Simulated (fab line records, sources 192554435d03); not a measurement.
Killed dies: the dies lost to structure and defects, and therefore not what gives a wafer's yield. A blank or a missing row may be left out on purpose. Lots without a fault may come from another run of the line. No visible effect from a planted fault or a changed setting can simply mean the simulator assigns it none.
Which of the tools did it? :: flow n5-finfet :: Sampling: 22 lots, 66 wafers, 2 of 1938 route steps

## WHAT EACH GAUGE READ, for each wafer
N5_BEOL_M5_OVL_MEAS_29.
lot: L074
measured: day 7 21:48
on: overlay-02
V4_OVL (nm): -0.8 -0.2 -0.8

lot: L075
measured: day 8 04:28
on: overlay-01
V4_OVL (nm): 0.0 0.3 -0.2

lot: L076
measured: day 8 15:26
on: overlay-01
V4_OVL (nm): -0.1 -0.4 0.0

lot: L077
measured: day 8 16:17
on: overlay-01
V4_OVL (nm): 0.3 0.3 -0.4

lot: L078
measured: day 9 02:34
on: overlay-02
V4_OVL (nm): -0.5 -0.6 0.2

lot: L079
measured: day 9 05:23
on: overlay-01
V4_OVL (nm): 0.1 -0.8 -0.1

lot: L080
measured: day 9 11:43
on: overlay-02
V4_OVL (nm): 0.2 0.3 -1.2

lot: L081
measured: day 9 21:23
on: overlay-02
V4_OVL (nm): -1.3 -0.8 -1.0

lot: L082
measured: day 10 05:31
on: overlay-02
V4_OVL (nm): -0.6 -0.3 -0.8

lot: L083
measured: day 10 06:29
on: overlay-02
V4_OVL (nm): 0.0 -0.3 0.1

lot: L084
measured: day 10 15:59
on: overlay-01
V4_OVL (nm): 1.0 0.9 0.8

lot: L085
measured: day 11 01:10
on: overlay-02
V4_OVL (nm): 2.1 1.4 2.2

lot: L086
measured: day 11 03:04
on: overlay-02
V4_OVL (nm): -0.2 -0.7 -0.3

lot: L087
measured: day 11 06:48
on: overlay-01
V4_OVL (nm): -0.2 -0.2 -0.8

lot: L089
measured: day 11 19:40
on: overlay-02
V4_OVL (nm): -0.3 -0.9 -0.4

lot: L090
measured: day 12 01:25
on: overlay-02
V4_OVL (nm): 1.0 -0.6 -0.2

lot: L091
measured: day 12 19:00
on: overlay-02
V4_OVL (nm): 0.2 -0.3 -0.3

lot: L092
measured: day 12 21:41
on: overlay-01
V4_OVL (nm): -1.4 -0.5 -0.5

lot: L094
measured: day 13 03:13
on: overlay-02
V4_OVL (nm): -0.2 0.1 0.6

lot: L095
measured: day 13 03:55
on: overlay-01
V4_OVL (nm): 0.0 -0.7 -0.3

lot: L096
measured: day 14 01:43
on: overlay-01
V4_OVL (nm): -0.5 -0.1 -0.4

lot: L097
measured: day 14 11:59
on: overlay-01
V4_OVL (nm): -0.4 -0.6 -1.0

## EACH LOT AND THE TOOL THAT RAN IT (in order: tool; ch and the chambers of the sampled wafers; start)
lot: L074
N5_BEOL_M5_ETCH_62: rie-diel-02 ch 0,1,3, day 7 21:07

lot: L075
N5_BEOL_M5_ETCH_62: rie-diel-04 ch 0,1,3, day 8 03:37

lot: L076
N5_BEOL_M5_ETCH_62: rie-diel-04 ch 0,1,3, day 8 13:50

lot: L077
N5_BEOL_M5_ETCH_62: rie-diel-03 ch 2,3, day 8 15:35

lot: L078
N5_BEOL_M5_ETCH_62: rie-diel-04 ch 0,1,3, day 9 01:28

lot: L079
N5_BEOL_M5_ETCH_62: rie-diel-04 ch 0,1,3, day 9 04:41

lot: L080
N5_BEOL_M5_ETCH_62: rie-diel-02 ch 0,1,2, day 9 11:01

lot: L081
N5_BEOL_M5_ETCH_62: rie-diel-02 ch 0,1,2, day 9 20:13

lot: L082
N5_BEOL_M5_ETCH_62: rie-diel-03 ch 1,2, day 10 04:41

lot: L083
N5_BEOL_M5_ETCH_62: rie-diel-03 ch 0,1,2, day 10 05:44

lot: L084
N5_BEOL_M5_ETCH_62: rie-diel-03 ch 0,1,2, day 10 14:59

lot: L085
N5_BEOL_M5_ETCH_62: rie-diel-02 ch 0,1,2, day 11 00:27

lot: L086
N5_BEOL_M5_ETCH_62: rie-diel-02 ch 0,1,3, day 11 02:22

lot: L087
N5_BEOL_M5_ETCH_62: rie-diel-04 ch 1,2,3, day 11 04:37

lot: L089
N5_BEOL_M5_ETCH_62: rie-diel-03 ch 0,1,3, day 11 18:59

lot: L090
N5_BEOL_M5_ETCH_62: rie-diel-03 ch 0,2,3, day 12 00:05

lot: L091
N5_BEOL_M5_ETCH_62: rie-diel-04 ch 1,2,3, day 12 18:01

lot: L092
N5_BEOL_M5_ETCH_62: rie-diel-04 ch 1,2,3, day 12 20:45

lot: L094
N5_BEOL_M5_ETCH_62: rie-diel-03 ch 0,1,2, day 12 21:50

lot: L095
N5_BEOL_M5_ETCH_62: rie-diel-02 ch 0,1,2, day 13 02:38

lot: L096
N5_BEOL_M5_ETCH_62: rie-diel-03 ch 1,2, day 14 00:01

lot: L097
N5_BEOL_M5_ETCH_62: rie-diel-03 ch 1,2, day 14 11:04
- N5_BEOL_M5_ETCH_62: etches SOC in N2/H2, target depth 75 nm, overetch 15 nm, time 112.5 s.

## AS READ BY THE TOOLS THEMSELVES (means over the sampled wafers that have a number; for cases with no such wafer, the mark the record gives instead)
N5_BEOL_M5_ETCH_62.
lot: L074
tool: rie-diel-02
drypump-motor-current-A (A): 5.9
oes-product-au (a.u.): 0.59
rf-fwd-power-W (W): 834.7
rf-vpp-V (V): 522.5
showerhead-plenum-p-Torr (Torr): 2.50
temp-c (C): 39.89
throttle-valve-pct (%): 17.74

lot: L075
tool: rie-diel-04
drypump-motor-current-A (A): 5.9
oes-product-au (a.u.): 0.58
rf-fwd-power-W (W): 836.5
rf-vpp-V (V): 524.9
showerhead-plenum-p-Torr (Torr): 2.56
temp-c (C): 39.95
throttle-valve-pct (%): 17.96

lot: L076
tool: rie-diel-04
drypump-motor-current-A (A): 5.9
oes-product-au (a.u.): 0.58
rf-fwd-power-W (W): 837.7
rf-vpp-V (V): 525.1
showerhead-plenum-p-Torr (Torr): 2.56
temp-c (C): 40.02
throttle-valve-pct (%): 17.95

lot: L077
tool: rie-diel-03
drypump-motor-current-A (A): 6.2
oes-product-au (a.u.): 0.61
rf-fwd-power-W (W): 835.2
rf-vpp-V (V): 520.9
showerhead-plenum-p-Torr (Torr): 2.45
temp-c (C): 39.99
throttle-valve-pct (%): 17.84

lot: L078
tool: rie-diel-04
drypump-motor-current-A (A): 5.8
oes-product-au (a.u.): 0.57
rf-fwd-power-W (W): 837.5
rf-vpp-V (V): 524.9
showerhead-plenum-p-Torr (Torr): 2.56
temp-c (C): 39.99
throttle-valve-pct (%): 17.97

lot: L079
tool: rie-diel-04
drypump-motor-current-A (A): 5.8
oes-product-au (a.u.): 0.57
rf-fwd-power-W (W): 840.2
rf-vpp-V (V): 525.3
showerhead-plenum-p-Torr (Torr): 2.56
temp-c (C): 40.02
throttle-valve-pct (%): 17.97

lot: L080
tool: rie-diel-02
drypump-motor-current-A (A): 5.5
oes-product-au (a.u.): 0.64
rf-fwd-power-W (W): 836.4
rf-vpp-V (V): 521.3
showerhead-plenum-p-Torr (Torr): 2.46
temp-c (C): 39.98
throttle-valve-pct (%): 17.55

lot: L081
tool: rie-diel-02
drypump-motor-current-A (A): 5.5
oes-product-au (a.u.): 0.64
rf-fwd-power-W (W): 839.9
rf-vpp-V (V): 521.1
showerhead-plenum-p-Torr (Torr): 2.46
temp-c (C): 39.99
throttle-valve-pct (%): 17.56

lot: L082
tool: rie-diel-03
drypump-motor-current-A (A): 5.7
oes-product-au (a.u.): 0.64
rf-fwd-power-W (W): 836.8
rf-vpp-V (V): 522.4
showerhead-plenum-p-Torr (Torr): 2.48
temp-c (C): 40.15
throttle-valve-pct (%): 17.77

lot: L083
tool: rie-diel-03
drypump-motor-current-A (A): 5.7
oes-product-au (a.u.): 0.64
rf-fwd-power-W (W): 838.3
rf-vpp-V (V): 522.6
showerhead-plenum-p-Torr (Torr): 2.48
temp-c (C): 39.98
throttle-valve-pct (%): 17.74

lot: L084
tool: rie-diel-03
drypump-motor-current-A (A): 5.7
oes-product-au (a.u.): 0.63
rf-fwd-power-W (W): 839.1
rf-vpp-V (V): 522.4
showerhead-plenum-p-Torr (Torr): 2.48
temp-c (C): 40.06
throttle-valve-pct (%): 17.76

lot: L085
tool: rie-diel-02
drypump-motor-current-A (A): 5.5
oes-product-au (a.u.): 0.62
rf-fwd-power-W (W): 834.7
rf-vpp-V (V): 521.3
showerhead-plenum-p-Torr (Torr): 2.45
temp-c (C): 39.90
throttle-valve-pct (%): 17.58

lot: L086
tool: rie-diel-02
drypump-motor-current-A (A): 5.9
oes-product-au (a.u.): 0.63
rf-fwd-power-W (W): 837.3
rf-vpp-V (V): 522.2
showerhead-plenum-p-Torr (Torr): 2.49
temp-c (C): 40.08
throttle-valve-pct (%): 17.63

lot: L087
tool: rie-diel-04
drypump-motor-current-A (A): 5.9
oes-product-au (a.u.): 0.63
rf-fwd-power-W (W): 836.0
rf-vpp-V (V): 523.9
showerhead-plenum-p-Torr (Torr): 2.54
temp-c (C): 40.11
throttle-valve-pct (%): 17.83

lot: L089
tool: rie-diel-03
drypump-motor-current-A (A): 5.7
oes-product-au (a.u.): 0.65
rf-fwd-power-W (W): 836.9
rf-vpp-V (V): 522.1
showerhead-plenum-p-Torr (Torr): 2.49
temp-c (C): 39.91
throttle-valve-pct (%): 17.73

lot: L090
tool: rie-diel-03
drypump-motor-current-A (A): 6.2
oes-product-au (a.u.): 0.58
rf-fwd-power-W (W): 833.4
rf-vpp-V (V): 520.7
showerhead-plenum-p-Torr (Torr): 2.43
temp-c (C): 40.00
throttle-valve-pct (%): 17.89

lot: L091
tool: rie-diel-04
drypump-motor-current-A (A): 5.9
oes-product-au (a.u.): 0.61
rf-fwd-power-W (W): 836.1
rf-vpp-V (V): 523.6
showerhead-plenum-p-Torr (Torr): 2.54
temp-c (C): 39.97
throttle-valve-pct (%): 17.86

lot: L092
tool: rie-diel-04
drypump-motor-current-A (A): 5.9
oes-product-au (a.u.): 0.61
rf-fwd-power-W (W): 838.4
rf-vpp-V (V): 523.2
showerhead-plenum-p-Torr (Torr): 2.54
temp-c (C): 39.93
throttle-valve-pct (%): 17.86

lot: L094
tool: rie-diel-03
drypump-motor-current-A (A): 5.7
oes-product-au (a.u.): 0.61
rf-fwd-power-W (W): 837.6
rf-vpp-V (V): 521.6
showerhead-plenum-p-Torr (Torr): 2.47
temp-c (C): 40.01
throttle-valve-pct (%): 17.78

lot: L095
tool: rie-diel-02
drypump-motor-current-A (A): 5.5
oes-product-au (a.u.): 0.61
rf-fwd-power-W (W): 835.8
rf-vpp-V (V): 521.5
showerhead-plenum-p-Torr (Torr): 2.45
temp-c (C): 40.02
throttle-valve-pct (%): 17.59

lot: L096
tool: rie-diel-03
drypump-motor-current-A (A): 5.7
oes-product-au (a.u.): 0.61
rf-fwd-power-W (W): 837.6
rf-vpp-V (V): 522.0
showerhead-plenum-p-Torr (Torr): 2.47
temp-c (C): 39.96
throttle-valve-pct (%): 17.83

lot: L097
tool: rie-diel-03
drypump-motor-current-A (A): 5.2
oes-product-au (a.u.): 0.65
rf-fwd-power-W (W): 837.4
rf-vpp-V (V): 523.7
showerhead-plenum-p-Torr (Torr): 2.53
temp-c (C): 39.90
throttle-valve-pct (%): 17.68

## THE ANSWER, worked out from the rows above alone
Rule: usual is defined by the lots themselves. Put in order of their means at a reading, lots are off if they are a third of the lots or fewer, leave a main group of 4 or more, and stand apart from it by a gap of 3 or more times the standard deviation of the main group's means; of several such gaps the widest counts. A main group is skipped when, at the precision printed for the reading in the tables above, its means are all equal. A lot without any number at a reading at which 4 lots or more have one is off too. The other lots that the step has rows for count as sound. Order of review: gauges by route order, followed by the tools' own readings, for which a lot's mean as printed above is used. The first step at which some lot is off is used, and at that step the reading that is off furthest; a lot without a number counts as furthest.
No lot is off on any of the readings shown, so nothing can be concluded from this.

## WHAT THE SIMULATOR HAD PUT IN
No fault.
